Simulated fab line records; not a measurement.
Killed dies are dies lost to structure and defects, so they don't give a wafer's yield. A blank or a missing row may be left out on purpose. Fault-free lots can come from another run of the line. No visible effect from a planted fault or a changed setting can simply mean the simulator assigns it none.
The tool behind it: which one? | flow nand-harc | 14 lots, 42 wafers sampled, at 3 steps of a route of 1302

== WHAT THE GAUGES SHOWED, per wafer ==
NHARC_P_M1_THK_MEAS_24: measures by xrf. Usual: 157.6 nm for thk-nm, sd 1.6.
lot  | measured     | on            | thk-nm (nm)       | flag
L861 | day 6 11:24  | film-metro-02 | 159.8 156.9 158.9 |
L863 | day 7 03:41  | film-metro-02 | 157.7 157.3 156.4 |
L864 | day 7 09:53  | film-metro-02 | 156.5 158.0 159.0 |
L866 | day 8 14:31  | film-metro-01 | 156.5 155.8 155.1 |
L867 | day 8 15:28  | film-metro-02 | 158.2 161.0 158.5 |
L868 | day 9 05:38  | film-metro-02 | 156.0 153.4 157.1 |
L869 | day 9 14:42  | film-metro-02 | 159.2 160.2 160.4 |
L871 | day 10 08:51 | film-metro-01 | 155.8 155.3 156.9 |
L878 | day 13 04:07 | film-metro-01 | 155.7 157.4 157.2 |
L879 | day 13 20:33 | film-metro-02 | 158.0 156.6 158.2 |
L880 | day 14 06:14 | film-metro-01 | 157.5 156.7 156.9 |
L882 | day 14 22:54 | film-metro-02 | 155.4 159.2 157.8 |
L883 | day 15 12:55 | film-metro-02 | 157.6 158.6 157.1 |
L884 | day 16 04:07 | film-metro-02 | 158.0 154.0 157.6 |

NHARC_P_M2_CD_MEAS_16. Usual: 169.5 nm for cd-nm, sd 1.
lot  | measured     | on        | cd-nm (nm)        | flag
L861 | day 6 13:34  | cd-sem-03 | 168.7 168.8 170.4 |
L863 | day 7 05:45  | cd-sem-03 | 170.2 169.0 169.5 |
L864 | day 7 11:55  | cd-sem-02 | 169.4 170.9 170.8 |
L866 | day 8 16:29  | cd-sem-01 | 170.0 169.8 170.3 |
L867 | day 8 17:23  | cd-sem-03 | 167.5 170.0 168.7 |
L868 | day 9 07:33  | cd-sem-01 | 171.2 169.8 168.8 |
L869 | day 9 16:47  | cd-sem-03 | 168.6 170.0 169.4 |
L871 | day 10 10:53 | cd-sem-02 | 169.2 169.4 169.4 |
L878 | day 13 06:19 | cd-sem-02 | 171.1 170.5 170.8 |
L879 | day 13 22:43 | cd-sem-02 | 169.6 171.1 169.7 |
L880 | day 14 08:28 | cd-sem-01 | 168.2 170.6 171.5 |
L882 | day 15 01:05 | cd-sem-02 | 168.5 170.9 170.1 |
L883 | day 15 15:05 | cd-sem-01 | 170.4 168.8 168.7 |
L884 | day 16 06:01 | cd-sem-01 | 168.6 169.3 169.1 |

== WHICH TOOL RAN EACH LOT (tool, then ch and the chambers of the sampled wafers, then the start) ==
lot  | NHARC_P_M2_ETCH_15
L861 | rie-diel-03 ch 1,3, day 6 13:34 or earlier
L863 | rie-diel-05 ch 1,2, day 7 05:45 or earlier
L864 | rie-diel-04 ch 0,2,3, day 7 11:55 or earlier
L866 | rie-diel-03 ch 0,3, day 8 16:29 or earlier
L867 | rie-diel-03 ch 0,2,3, day 8 17:23 or earlier
L868 | rie-diel-04 ch 1,2, day 9 07:33 or earlier
L869 | rie-diel-03 ch 1,2, day 9 16:47 or earlier
L871 | rie-diel-05 ch 0,2,3, day 10 10:53 or earlier
L878 | rie-diel-03 ch 0,1,2, day 13 06:19 or earlier
L879 | rie-diel-04 ch 0,2,3, day 13 22:43 or earlier
L880 | rie-diel-05 ch 1,3, day 14 08:28 or earlier
L882 | rie-diel-03 ch 1,3, day 15 01:05 or earlier
L883 | rie-diel-05 ch 1,2,3, day 15 15:05 or earlier
L884 | rie-diel-05 ch 1,2,3, day 16 06:01 or earlier
- NHARC_P_M2_ETCH_15: etches the open film in C4F8/Ar, target depth 182.5 nm, time 91.2 s.

== AS READ BY THE TOOLS THEMSELVES (means over the sampled wafers that have a number; for cases with no such wafer, the mark the record gives instead) ==
NHARC_P_M2_ETCH_15. Usual: chamber-pressure-mTorr 24.998 mTorr, standard deviation 0.021; oes-product-au 0.938 a.u., standard deviation 0.027; rf-vpp-V 441.0 V, standard deviation 2.4.
lot  | tool        | chamber-pressure-mTorr (mTorr) | oes-product-au (a.u.) | rf-vpp-V (V) | flag
L861 | rie-diel-03 | 24.996                         | 0.905                 | 440.3        |
L863 | rie-diel-05 | 25.000                         | 0.989                 | 439.6        |
L864 | rie-diel-04 | 24.971                         | 0.908                 | 440.4        |
L866 | rie-diel-03 | 24.988                         | 0.936                 | 440.1        |
L867 | rie-diel-03 | 24.968                         | 0.979                 | 439.2        |
L868 | rie-diel-04 | 25.011                         | 0.956                 | 444.4        |
L869 | rie-diel-03 | 25.006                         | 0.910                 | 438.7        |
L871 | rie-diel-05 | 24.996                         | 0.935                 | 442.3        |
L878 | rie-diel-03 | 25.005                         | 0.963                 | 439.8        |
L879 | rie-diel-04 | 24.980                         | 0.915                 | 441.8        |
L880 | rie-diel-05 | 24.992                         | 0.955                 | 442.8        |
L882 | rie-diel-03 | 25.005                         | 0.916                 | 439.2        |
L883 | rie-diel-05 | 24.993                         | 0.976                 | 442.4        |
L884 | rie-diel-05 | 24.998                         | 0.929                 | 442.3        |

== THE ANSWER, worked out from the rows above alone ==
Rule: a lot counts as off when the mean over its wafers that have a number is more than 3 standard deviations away from the usual mean. Also off: a lot with no number at a reading for which 4 or more lots have one. Where the step has rows for the other lots, those lots are counted as sound. The gauges are gone through in route order, then the tools' own readings, and for those a lot's mean is taken as printed above. The first step at which some lot is off is used, and at that step the reading that is off furthest; a lot without a number counts as furthest.
Across all readings shown, no lot is off: no conclusion can be drawn from this.

== WHAT THE SIMULATOR HAD INSERTED ==
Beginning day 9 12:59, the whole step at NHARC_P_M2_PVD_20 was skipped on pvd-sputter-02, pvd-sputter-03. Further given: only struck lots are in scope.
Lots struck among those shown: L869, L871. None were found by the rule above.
